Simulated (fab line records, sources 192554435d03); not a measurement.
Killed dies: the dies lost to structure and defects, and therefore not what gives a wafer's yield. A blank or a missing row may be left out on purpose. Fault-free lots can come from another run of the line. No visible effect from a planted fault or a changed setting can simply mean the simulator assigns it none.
fab line records :: flow n5Finfet :: part 2 of 2: steps 20 to 30 of 30
record:
  lots: 5
  wafers: 15
  lastDay: 16
route steps=1938 shown BEOL_M7@1290
lots untouched by any fault: they come from a run of this same line in which no faults occurred
startH: hours from the record's opening day to when the first of the lot's shown wafers began :: waitH: time in hours since the lot's previous step :: " same as the row above :: L1.1+2: a single row standing in for several wafers :: - either no value or no given start :: * or withheld: withheld :: < > ~ a bound
route shown NAME@n: NAME is a module with steps in the file, n the number in the route of the first one :: usual: average and standard deviation across the fault-free wafers :: same: alike in all rows :: chamber/n: place in a boat :: sites: the reading at each site :: _std_site: standard deviation across them :: _edge_site: inner sites' mean taken away from outer sites' mean :: radiusMm: how far each site lies from the wafer's centre :: mask NAME#n: copy n :: behind: the most recent tool/chamber to have shaped the wafer :: hold: reason for holding the lot/hours on hold/outcome of the hold :: device: whichever transistor did not switch (one of n, p or np) :: end of line: the same wafers' tests at the end of the route :: for a step that has no rows: nothing shown but its recipe :: killed: the dies lost at the first sort to structure and to defects; this is not the yield of the wafer :: map: shows each die of a wafer: x if killed, . if not, _ if none is there
set.NAME: the run value of the setting; set.NAME@STEP: its run value at that earlier step :: model.NAME: the simulator's own value behind a step, which no gauge read
certain route steps with their lots: each step a table, each wafer a row
services: from which hour (startH, from the record's first day; less than 0 if before it) a tool's chamber was out of use, for how many hours, and why
== steps ==
step: N5_BEOL_M7_ETCH_41
recipe:
  chemistry: CH3F/O2
  target: SiCN
  targetDepthA: 319
  taperDeg: 2
  timeS: 57.8
  ionEnergyEv: 120
  maskMaterial: TiN
  pressureMtorr: 30
  sourceW: 395
  biasW: 75
  Ar_flow_sccm: 150
  CH3F_flow_sccm: 30
  O2_flow_sccm: 20
usual:
  drypumpMotorCurrentA: 5.8/0.57
  oesProductAu: 0.76/0.096
  rfVppV: 297.5/1.5
  showerheadPlenumPTorr: 2.01/0.065
  throttleValvePct: 16.22/0.28
lot.wafer: L074.1
tool: rieDiel-04
chamber: 0
startH: -
waitH: -
drypumpMotorCurrentA: 5.3
oesProductAu: 0.73
rfHoursCounterH: 158
rfVppV: 298.0
showerheadPlenumPTorr: 2.08
throttleValvePct: 16.40

lot.wafer: L074.2
tool: rieDiel-04
chamber: 1
startH: -
waitH: -
drypumpMotorCurrentA: 6.3
oesProductAu: 0.71
rfHoursCounterH: 203
rfVppV: 298.0
showerheadPlenumPTorr: 2.07
throttleValvePct: 16.11

lot.wafer: L074.3
tool: rieDiel-04
chamber: 3
startH: -
waitH: -
drypumpMotorCurrentA: 5.9
oesProductAu: 0.67
rfHoursCounterH: 239
rfVppV: 295.6
showerheadPlenumPTorr: 1.89
throttleValvePct: 16.39

lot.wafer: L078.3
tool: rieDiel-02
chamber: 2
startH: -
waitH: -
drypumpMotorCurrentA: 6.3
oesProductAu: 0.72
rfHoursCounterH: 198
rfVppV: 296.2
showerheadPlenumPTorr: 1.91
throttleValvePct: 16.40

lot.wafer: L078.5
tool: rieDiel-02
chamber: 3
startH: -
waitH: -
drypumpMotorCurrentA: 6.5
oesProductAu: 0.69
rfHoursCounterH: -
rfVppV: 298.0
showerheadPlenumPTorr: 1.99
throttleValvePct: 16.43

lot.wafer: L078.6
tool: rieDiel-02
chamber: 2
startH: -
waitH: -
drypumpMotorCurrentA: 6.3
oesProductAu: 0.73
rfHoursCounterH: -
rfVppV: 294.6
showerheadPlenumPTorr: 1.91
throttleValvePct: 16.41

lot.wafer: L084.1
tool: rieDiel-04
chamber: 1
startH: -
waitH: -
drypumpMotorCurrentA: 6.2
oesProductAu: 0.70
rfHoursCounterH: 222
rfVppV: 296.9
showerheadPlenumPTorr: 2.06
throttleValvePct: 16.14

lot.wafer: L084.2
tool: rieDiel-04
chamber: 2
startH: -
waitH: -
drypumpMotorCurrentA: 4.9
oesProductAu: 0.72
rfHoursCounterH: 223
rfVppV: 298.7
showerheadPlenumPTorr: 2.04
throttleValvePct: 16.29

lot.wafer: L084.5
tool: rieDiel-04
chamber: 1
startH: -
waitH: -
drypumpMotorCurrentA: 6.3
oesProductAu: 0.70
rfHoursCounterH: -
rfVppV: 298.6
showerheadPlenumPTorr: 2.06
throttleValvePct: 16.14

lot.wafer: L086.3
tool: rieDiel-04
chamber: 2
startH: -
waitH: -
drypumpMotorCurrentA: 4.9
oesProductAu: 0.71
rfHoursCounterH: 231
rfVppV: 297.7
showerheadPlenumPTorr: 2.04
throttleValvePct: 16.29

lot.wafer: L086.4
tool: rieDiel-04
chamber: 3
startH: -
waitH: -
drypumpMotorCurrentA: 5.9
oesProductAu: 0.98
rfHoursCounterH: 4
rfVppV: 301.2
showerheadPlenumPTorr: 2.13
throttleValvePct: 15.93

lot.wafer: L086.5
tool: rieDiel-04
chamber: 3
startH: -
waitH: -
drypumpMotorCurrentA: 5.9
oesProductAu: 0.99
rfHoursCounterH: -
rfVppV: 299.8
showerheadPlenumPTorr: 2.13
throttleValvePct: 15.94

lot.wafer: L089.1
tool: rieDiel-06
chamber: 3
startH: -
waitH: -
drypumpMotorCurrentA: 5.2
oesProductAu: 0.69
rfHoursCounterH: 204
rfVppV: 296.2
showerheadPlenumPTorr: 1.88
throttleValvePct: 16.26

lot.wafer: L089.2
tool: rieDiel-06
chamber: 0
startH: -
waitH: -
drypumpMotorCurrentA: 5.9
oesProductAu: 0.70
rfHoursCounterH: 231
rfVppV: 298.2
showerheadPlenumPTorr: 2.05
throttleValvePct: 16.61

lot.wafer: L089.4
tool: rieDiel-06
chamber: 1
startH: -
waitH: -
drypumpMotorCurrentA: 5.4
oesProductAu: 0.78
rfHoursCounterH: 96
rfVppV: 297.0
showerheadPlenumPTorr: 2.01
throttleValvePct: 15.96
step: N5_BEOL_M7_STRIP_80
recipe:
  chemistry: N2/H2
  timeS: 10
  powerW: 450
  tempC: 40
  pressureMtorr: 20
  rfFrequencyHz: 6e+07
  biasPowerW: 7
  n2FlowSccm: 200
  h2FlowSccm: 200
usual:
  biasPowerW: 6.997/0.021
  drypumpMotorCurrentA: 5.8/0.57
  n2FlowSccm: 200.0/0.61
  oesProductAu: 0.76/0.093
  rfVppV: 59.1/0.91
  showerheadPlenumPTorr: 2.56/0.086
  throttleValvePct: 23.4/0.41
lot.wafer: L074.1
tool: rieDiel-04
chamber: 0
startH: -
waitH: -
biasPowerW: 6.975
drypumpMotorCurrentA: 5.3
n2FlowSccm: 200.7
oesProductAu: 0.75
rfHoursCounterH: 158
rfVppV: 60.2
showerheadPlenumPTorr: 2.65
throttleValvePct: 23.6

lot.wafer: L074.2
tool: rieDiel-04
chamber: 1
startH: -
waitH: -
biasPowerW: 7.003
drypumpMotorCurrentA: 6.2
n2FlowSccm: 200.0
oesProductAu: 0.72
rfHoursCounterH: 203
rfVppV: 61.4
showerheadPlenumPTorr: 2.64
throttleValvePct: 23.5

lot.wafer: L074.3
tool: rieDiel-04
chamber: 3
startH: -
waitH: -
biasPowerW: 6.990
drypumpMotorCurrentA: 5.9
n2FlowSccm: 199.3
oesProductAu: 0.68
rfHoursCounterH: 239
rfVppV: 58.8
showerheadPlenumPTorr: 2.39
throttleValvePct: 23.4

lot.wafer: L078.3
tool: rieDiel-02
chamber: 2
startH: -
waitH: -
biasPowerW: 6.999
drypumpMotorCurrentA: 6.3
n2FlowSccm: 200.3
oesProductAu: 0.74
rfHoursCounterH: 198
rfVppV: 58.4
showerheadPlenumPTorr: 2.42
throttleValvePct: 23.7

lot.wafer: L078.5
tool: rieDiel-02
chamber: 3
startH: -
waitH: -
biasPowerW: 6.984
drypumpMotorCurrentA: 6.5
n2FlowSccm: 200.0
oesProductAu: 0.71
rfHoursCounterH: -
rfVppV: 58.4
showerheadPlenumPTorr: 2.53
throttleValvePct: 23.7

lot.wafer: L078.6
tool: rieDiel-02
chamber: 2
startH: -
waitH: -
biasPowerW: 6.965
drypumpMotorCurrentA: 6.3
n2FlowSccm: 200.7
oesProductAu: 0.74
rfHoursCounterH: -
rfVppV: 58.5
showerheadPlenumPTorr: 2.42
throttleValvePct: 23.7

lot.wafer: L084.1
tool: rieDiel-04
chamber: 1
startH: -
waitH: -
biasPowerW: 6.975
drypumpMotorCurrentA: 6.2
n2FlowSccm: 199.0
oesProductAu: 0.69
rfHoursCounterH: 222
rfVppV: 58.2
showerheadPlenumPTorr: 2.63
throttleValvePct: 23.5

lot.wafer: L084.2
tool: rieDiel-04
chamber: 2
startH: -
waitH: -
biasPowerW: 6.966
drypumpMotorCurrentA: 4.9
n2FlowSccm: 200.8
oesProductAu: 0.71
rfHoursCounterH: 223
rfVppV: 59.7
showerheadPlenumPTorr: 2.61
throttleValvePct: 23.3

lot.wafer: L084.5
tool: rieDiel-04
chamber: 1
startH: -
waitH: -
biasPowerW: 6.951
drypumpMotorCurrentA: 6.3
n2FlowSccm: 198.9
oesProductAu: 0.70
rfHoursCounterH: -
rfVppV: 59.8
showerheadPlenumPTorr: 2.63
throttleValvePct: 23.5

lot.wafer: L086.3
tool: rieDiel-04
chamber: 2
startH: -
waitH: -
biasPowerW: 6.993
drypumpMotorCurrentA: 4.9
n2FlowSccm: 199.9
oesProductAu: 0.70
rfHoursCounterH: 231
rfVppV: 59.9
showerheadPlenumPTorr: 2.60
throttleValvePct: 23.3

lot.wafer: L086.4
tool: rieDiel-04
chamber: 3
startH: -
waitH: -
biasPowerW: 6.981
drypumpMotorCurrentA: 5.9
n2FlowSccm: 200.8
oesProductAu: 0.98
rfHoursCounterH: 4
rfVppV: 58.7
showerheadPlenumPTorr: 2.70
throttleValvePct: 23.1

lot.wafer: L086.5
tool: rieDiel-04
chamber: 3
startH: -
waitH: -
biasPowerW: 6.981
drypumpMotorCurrentA: 5.9
n2FlowSccm: 200.6
oesProductAu: 0.99
rfHoursCounterH: -
rfVppV: 61.5
showerheadPlenumPTorr: 2.70
throttleValvePct: 23.1

lot.wafer: L089.1
tool: rieDiel-06
chamber: 3
startH: -
waitH: -
biasPowerW: 6.975
drypumpMotorCurrentA: 5.2
n2FlowSccm: 199.5
oesProductAu: 0.70
rfHoursCounterH: 204
rfVppV: 58.7
showerheadPlenumPTorr: 2.43
throttleValvePct: 24.2

lot.wafer: L089.2
tool: rieDiel-06
chamber: 0
startH: -
waitH: -
biasPowerW: 7.018
drypumpMotorCurrentA: 5.9
n2FlowSccm: 200.0
oesProductAu: 0.71
rfHoursCounterH: 231
rfVppV: 58.6
showerheadPlenumPTorr: 2.63
throttleValvePct: 23.9

lot.wafer: L089.4
tool: rieDiel-06
chamber: 1
startH: -
waitH: -
biasPowerW: 6.999
drypumpMotorCurrentA: 5.4
n2FlowSccm: 199.8
oesProductAu: 0.80
rfHoursCounterH: 96
rfVppV: 58.4
showerheadPlenumPTorr: 2.54
throttleValvePct: 22.7
step: N5_BEOL_M7_OCD_MEAS_38
usual:
  trenchDepthNm: 92.6/2.6
lot.wafer: L074.1
tool: ocd-02
chamber: -
startH: 201.31
waitH: -
trenchDepthNm: 91.6

lot.wafer: L074.2
tool: ocd-02
chamber: -
startH: 201.31
waitH: -
trenchDepthNm: 91.7

lot.wafer: L074.3
tool: ocd-02
chamber: -
startH: 201.31
waitH: -
trenchDepthNm: 87.4

lot.wafer: L078.3
tool: ocd-01
chamber: -
startH: 221.18
waitH: -
trenchDepthNm: 94.8

lot.wafer: L078.5
tool: ocd-01
chamber: -
startH: 221.18
waitH: -
trenchDepthNm: 87.9

lot.wafer: L078.6
tool: ocd-01
chamber: -
startH: 221.18
waitH: -
trenchDepthNm: 95.3

lot.wafer: L084.1
tool: ocd-02
chamber: -
startH: 252.52
waitH: -
trenchDepthNm: 91.9

lot.wafer: L084.2
tool: ocd-02
chamber: -
startH: 252.52
waitH: -
trenchDepthNm: 91.9

lot.wafer: L084.5
tool: ocd-02
chamber: -
startH: 252.52
waitH: -
trenchDepthNm: 90.8

lot.wafer: L086.3
tool: ocd-02
chamber: -
startH: 275.76
waitH: -
trenchDepthNm: 91.0

lot.wafer: L086.4
tool: ocd-02
chamber: -
startH: 275.76
waitH: -
trenchDepthNm: 94.6

lot.wafer: L086.5
tool: ocd-02
chamber: -
startH: 275.76
waitH: -
trenchDepthNm: 93.2

lot.wafer: L089.1
tool: ocd-01
chamber: -
startH: 306.86
waitH: -
trenchDepthNm: 92.7

lot.wafer: L089.2
tool: ocd-01
chamber: -
startH: 306.86
waitH: -
trenchDepthNm: 92.5

lot.wafer: L089.4
tool: ocd-01
chamber: -
startH: 306.86
waitH: -
trenchDepthNm: 92.5
step: N5_BEOL_M7_HM_STRIP_39
recipe:
  chemistry: peroxideTinStrip
  material: TiN
  targetDepthA: 250
  tempC: 50
  timeS: 158
lot.wafer: L074.1+2+3
tool: wetBench-03
chamber: 6,5,2
startH: 201.34
waitH: 0.0

lot.wafer: L078.3+5+6
tool: wetBench-05
chamber: 7,3,2
startH: 221.21
waitH: 0.0

lot.wafer: L084.1+2+5
tool: wetBench-02
chamber: 0,3,1
startH: 252.55
waitH: 0.0

lot.wafer: L086.3+4+5
tool: wetBench-02
chamber: 7,1,5
startH: 275.79
waitH: 0.0

lot.wafer: L089.1+2+4
tool: wetBench-02
chamber: 6,0,1
startH: 306.89
waitH: 0.0
step: N5_BEOL_M7_SRD_40
recipe:
  timeS: 30
  tempC: 23
  rinseLiquid: diw
  dry: ipaMarangoni
lot.wafer: L074.1+2+3
tool: wetBench-03
chamber: 6,5,2
startH: 201.39
waitH: 0.0

lot.wafer: L078.3+5+6
tool: wetBench-05
chamber: 7,3,2
startH: 221.26
waitH: 0.0

lot.wafer: L084.1+2+5
tool: wetBench-02
chamber: 0,3,1
startH: 252.60
waitH: 0.0

lot.wafer: L086.3+4+5
tool: wetBench-02
chamber: 7,1,5
startH: 275.84
waitH: 0.0

lot.wafer: L089.1+2+4
tool: wetBench-02
chamber: 6,0,1
startH: 306.94
waitH: 0.0
step: N5_BEOL_M7_PRECLEAN_42
recipe:
  chemistry: residueRemover
  timeS: 60
  tempC: 40
lot.wafer: L074.1+2+3
tool: wetBench-03
chamber: 6,5,2
startH: 201.41
waitH: 0.0

lot.wafer: L078.3+5+6
tool: wetBench-05
chamber: 7,3,2
startH: 221.27
waitH: 0.0

lot.wafer: L084.1+2+5
tool: wetBench-02
chamber: 0,3,1
startH: 252.62
waitH: 0.0

lot.wafer: L086.3+4+5
tool: wetBench-02
chamber: 7,1,5
startH: 275.85
waitH: 0.0

lot.wafer: L089.1+2+4
tool: wetBench-02
chamber: 6,0,1
startH: 306.96
waitH: 0.0
step: N5_BEOL_M7_SRD_43
recipe:
  timeS: 30
  tempC: 23
  rinseLiquid: diw
  dry: ipaMarangoni
lot.wafer: L074.1+2+3
tool: wetBench-03
chamber: 6,5,2
startH: 201.42
waitH: 0.0

lot.wafer: L078.3+5+6
tool: wetBench-05
chamber: 7,3,2
startH: 221.29
waitH: 0.0

lot.wafer: L084.1+2+5
tool: wetBench-02
chamber: 0,3,1
startH: 252.64
waitH: 0.0

lot.wafer: L086.3+4+5
tool: wetBench-02
chamber: 7,1,5
startH: 275.87
waitH: 0.0

lot.wafer: L089.1+2+4
tool: wetBench-02
chamber: 6,0,1
startH: 306.97
waitH: 0.0
step: N5_BEOL_M7_CD_MEAS_35
recipe:
  targetCdNm: 40
  polarity: opening
usual:
  cdNm: 40.1/0.8
lot.wafer: L074.1
tool: cdSem-02
chamber: -
startH: 201.46
waitH: 0.0
cdNm: 40.8

lot.wafer: L074.2
tool: cdSem-02
chamber: -
startH: 201.46
waitH: 0.0
cdNm: 39.3

lot.wafer: L074.3
tool: cdSem-02
chamber: -
startH: 201.46
waitH: 0.0
cdNm: 38.2

lot.wafer: L078.3
tool: cdSem-02
chamber: -
startH: 221.33
waitH: 0.0
cdNm: 40.0

lot.wafer: L078.5
tool: cdSem-02
chamber: -
startH: 221.33
waitH: 0.0
cdNm: 41.1

lot.wafer: L078.6
tool: cdSem-02
chamber: -
startH: 221.33
waitH: 0.0
cdNm: 40.7

lot.wafer: L084.1
tool: cdSem-03
chamber: -
startH: 252.68
waitH: 0.0
cdNm: 40.5

lot.wafer: L084.2
tool: cdSem-03
chamber: -
startH: 252.68
waitH: 0.0
cdNm: 39.9

lot.wafer: L084.5
tool: cdSem-03
chamber: -
startH: 252.68
waitH: 0.0
cdNm: 41.3

lot.wafer: L086.3
tool: cdSem-03
chamber: -
startH: 275.91
waitH: 0.0
cdNm: 38.4

lot.wafer: L086.4
tool: cdSem-03
chamber: -
startH: 275.91
waitH: 0.0
cdNm: 39.7

lot.wafer: L086.5
tool: cdSem-03
chamber: -
startH: 275.91
waitH: 0.0
cdNm: 39.1

lot.wafer: L089.1
tool: cdSem-02
chamber: -
startH: 307.01
waitH: 0.0
cdNm: 40.6

lot.wafer: L089.2
tool: cdSem-02
chamber: -
startH: 307.01
waitH: 0.0
cdNm: 41.0

lot.wafer: L089.4
tool: cdSem-02
chamber: -
startH: 307.01
waitH: 0.0
cdNm: 39.6
step: N5_BEOL_M7_CURE_75
recipe:
  tempC: 370
  timeS: 120
  ambient: DMADMS/He
  material: SiCOH_lowk
usual:
  lampPowerPct: 52.31/0.054
  wafer_temp_C_max: 371.5/0.7
lot.wafer: L074.1
tool: uvCure-02
chamber: 2
startH: 201.51
waitH: 0.0
lampPowerPct: 52.34
wafer_temp_C_max: 371.0

lot.wafer: L074.2
tool: uvCure-02
chamber: 2
startH: 201.51
waitH: 0.0
lampPowerPct: 52.29
wafer_temp_C_max: 371.0

lot.wafer: L074.3
tool: uvCure-02
chamber: 2
startH: 201.51
waitH: 0.0
lampPowerPct: 52.31
wafer_temp_C_max: 371.5

lot.wafer: L078.3
tool: uvCure-01
chamber: 0
startH: 221.52
waitH: 0.2
lampPowerPct: 52.37
wafer_temp_C_max: 371.5

lot.wafer: L078.5
tool: uvCure-01
chamber: 0
startH: 221.52
waitH: 0.2
lampPowerPct: 52.32
wafer_temp_C_max: 371.4

lot.wafer: L078.6
tool: uvCure-01
chamber: 0
startH: 221.52
waitH: 0.2
lampPowerPct: 52.25
wafer_temp_C_max: 371.0

lot.wafer: L084.1
tool: uvCure-02
chamber: 1
startH: 252.72
waitH: 0.0
lampPowerPct: 52.22
wafer_temp_C_max: 370.5

lot.wafer: L084.2
tool: uvCure-02
chamber: 1
startH: 252.72
waitH: 0.0
lampPowerPct: 52.30
wafer_temp_C_max: 371.8

lot.wafer: L084.5
tool: uvCure-02
chamber: 1
startH: 252.72
waitH: 0.0
lampPowerPct: 52.38
wafer_temp_C_max: 371.0

lot.wafer: L086.3
tool: uvCure-01
chamber: 1
startH: 276.05
waitH: 0.1
lampPowerPct: 52.35
wafer_temp_C_max: 372.3

lot.wafer: L086.4
tool: uvCure-01
chamber: 1
startH: 276.05
waitH: 0.1
lampPowerPct: 52.31
wafer_temp_C_max: 372.0

lot.wafer: L086.5
tool: uvCure-01
chamber: 1
startH: 276.05
waitH: 0.1
lampPowerPct: 52.39
wafer_temp_C_max: 372.5

lot.wafer: L089.1
tool: uvCure-01
chamber: 1
startH: 307.05
waitH: 0.0
lampPowerPct: 52.25
wafer_temp_C_max: 373.0

lot.wafer: L089.2
tool: uvCure-01
chamber: 1
startH: 307.05
waitH: 0.0
lampPowerPct: 52.23
wafer_temp_C_max: 372.2

lot.wafer: L089.4
tool: uvCure-01
chamber: 1
startH: 307.05
waitH: 0.0
lampPowerPct: 52.23
wafer_temp_C_max: 372.3
step: N5_BEOL_M7_DEGAS_44
recipe:
  ambient: vacuum
  tempC: 250
  timeS: 60
usual:
  heaterPowerW: 368/37
lot.wafer: L074.1
tool: pvdSputter-03
chamber: -
startH: 203.52
waitH: 2.0
heaterPowerW: 399

lot.wafer: L074.2
tool: pvdSputter-03
chamber: -
startH: 203.52
waitH: 2.0
heaterPowerW: 332

lot.wafer: L074.3
tool: pvdSputter-03
chamber: -
startH: 203.52
waitH: 2.0
heaterPowerW: 370

lot.wafer: L078.3
tool: pvdSputter-02
chamber: -
startH: 221.75
waitH: 0.2
heaterPowerW: 374

lot.wafer: L078.5
tool: pvdSputter-02
chamber: -
startH: 221.75
waitH: 0.2
heaterPowerW: 304

lot.wafer: L078.6
tool: pvdSputter-02
chamber: -
startH: 221.75
waitH: 0.2
heaterPowerW: 364

lot.wafer: L084.1
tool: pvdSputter-02
chamber: -
startH: 253.12
waitH: 0.3
heaterPowerW: 398

lot.wafer: L084.2
tool: pvdSputter-02
chamber: -
startH: 253.12
waitH: 0.3
heaterPowerW: 301

lot.wafer: L084.5
tool: pvdSputter-02
chamber: -
startH: 253.12
waitH: 0.3
heaterPowerW: 415

lot.wafer: L086.3
tool: pvdSputter-02
chamber: -
startH: 276.36
waitH: 0.3
heaterPowerW: 352

lot.wafer: L086.4
tool: pvdSputter-02
chamber: -
startH: 276.36
waitH: 0.3
heaterPowerW: 305

lot.wafer: L086.5
tool: pvdSputter-02
chamber: -
startH: 276.36
waitH: 0.3
heaterPowerW: 302

lot.wafer: L089.1
tool: pvdSputter-01
chamber: -
startH: 307.43
waitH: 0.3
heaterPowerW: 422

lot.wafer: L089.2
tool: pvdSputter-01
chamber: -
startH: 307.43
waitH: 0.3
heaterPowerW: 411

lot.wafer: L089.4
tool: pvdSputter-01
chamber: -
startH: 307.43
waitH: 0.3
heaterPowerW: 365
step: N5_BEOL_M7_PRE_CLEAN_45
recipe:
  gas: H2/He
  timeS: 30
  tempC: 250
usual:
  heaterPowerW: 369/37
lot.wafer: L074.1
tool: pvdSputter-03
chamber: -
startH: 203.56
waitH: 0.0
heaterPowerW: 399

lot.wafer: L074.2
tool: pvdSputter-03
chamber: -
startH: 203.56
waitH: 0.0
heaterPowerW: 329

lot.wafer: L074.3
tool: pvdSputter-03
chamber: -
startH: 203.56
waitH: 0.0
heaterPowerW: 376

lot.wafer: L078.3
tool: pvdSputter-02
chamber: -
startH: 221.79
waitH: 0.0
heaterPowerW: 368

lot.wafer: L078.5
tool: pvdSputter-02
chamber: -
startH: 221.79
waitH: 0.0
heaterPowerW: 306

lot.wafer: L078.6
tool: pvdSputter-02
chamber: -
startH: 221.79
waitH: 0.0
heaterPowerW: 366

lot.wafer: L084.1
tool: pvdSputter-02
chamber: -
startH: 253.16
waitH: 0.0
heaterPowerW: 411

lot.wafer: L084.2
tool: pvdSputter-02
chamber: -
startH: 253.16
waitH: 0.0
heaterPowerW: 299

lot.wafer: L084.5
tool: pvdSputter-02
chamber: -
startH: 253.16
waitH: 0.0
heaterPowerW: 410

lot.wafer: L086.3
tool: pvdSputter-02
chamber: -
startH: 276.40
waitH: 0.0
heaterPowerW: 357

lot.wafer: L086.4
tool: pvdSputter-02
chamber: -
startH: 276.40
waitH: 0.0
heaterPowerW: 302

lot.wafer: L086.5
tool: pvdSputter-02
chamber: -
startH: 276.40
waitH: 0.0
heaterPowerW: 302

lot.wafer: L089.1
tool: pvdSputter-01
chamber: -
startH: 307.47
waitH: 0.0
heaterPowerW: 405

lot.wafer: L089.2
tool: pvdSputter-01
chamber: -
startH: 307.47
waitH: 0.0
heaterPowerW: 420

lot.wafer: L089.4
tool: pvdSputter-01
chamber: -
startH: 307.47
waitH: 0.0
heaterPowerW: 367
== services ==
tool: pvdSputter-01
chamber: -
startH: 176.49
hours: 2.6
kind: repair

tool: rieDiel-04
chamber: 3
startH: 180.80
hours: 1.6
kind: repair

tool: euvScanner-01
chamber: -
startH: 182.92
hours: 0.5
kind: repair

tool: uvCure-02
chamber: -
startH: 183.19
hours: 11.1
kind: repair

tool: euvScanner-02
chamber: -
startH: 196.67
hours: 4.6
kind: pm

tool: euvScanner-02
chamber: -
startH: 202.25
hours: 1.0
kind: pm

tool: euvScanner-01
chamber: -
startH: 204.96
hours: 12.0
kind: pm

tool: euvScanner-01
chamber: -
startH: 220.55
hours: 1.0
kind: pm

tool: rieDiel-02
chamber: 1
startH: 222.31
hours: 5.3
kind: repair

tool: pvdSputter-01
chamber: -
startH: 234.69
hours: 2.1
kind: repair

tool: euvScanner-02
chamber: -
startH: 235.44
hours: 0.3
kind: repair

tool: rieDiel-04
chamber: 3
startH: 237.79
hours: -
kind: clean

tool: rieDiel-04
chamber: 3
startH: 237.79
hours: -
kind: consumableReplace:focusRing

tool: rieDiel-04
chamber: 3
startH: 237.79
hours: -
kind: consumableReplace:showerhead

tool: rieDiel-04
chamber: 3
startH: 237.79
hours: 23.2
kind: scheduledDown

tool: rieDiel-04
chamber: 3
startH: 237.79
hours: 23.2
kind: ventCycle

tool: uvCure-01
chamber: -
startH: 247.24
hours: 3.4
kind: pm

tool: uvCure-01
chamber: -
startH: 251.83
hours: 0.3
kind: repair

tool: pvdSputter-01
chamber: -
startH: 256.70
hours: 7.0
kind: repair

tool: euvScanner-02
chamber: -
startH: 258.40
hours: 1.0
kind: pm

tool: uvCure-02
chamber: -
startH: 259.52
hours: 7.5
kind: pm

tool: euvScanner-01
chamber: -
startH: 276.70
hours: 1.0
kind: pm

tool: euvScanner-01
chamber: -
startH: 294.02
hours: 4.6
kind: pm

tool: euvScanner-01
chamber: -
startH: 301.77
hours: 1.8
kind: repair
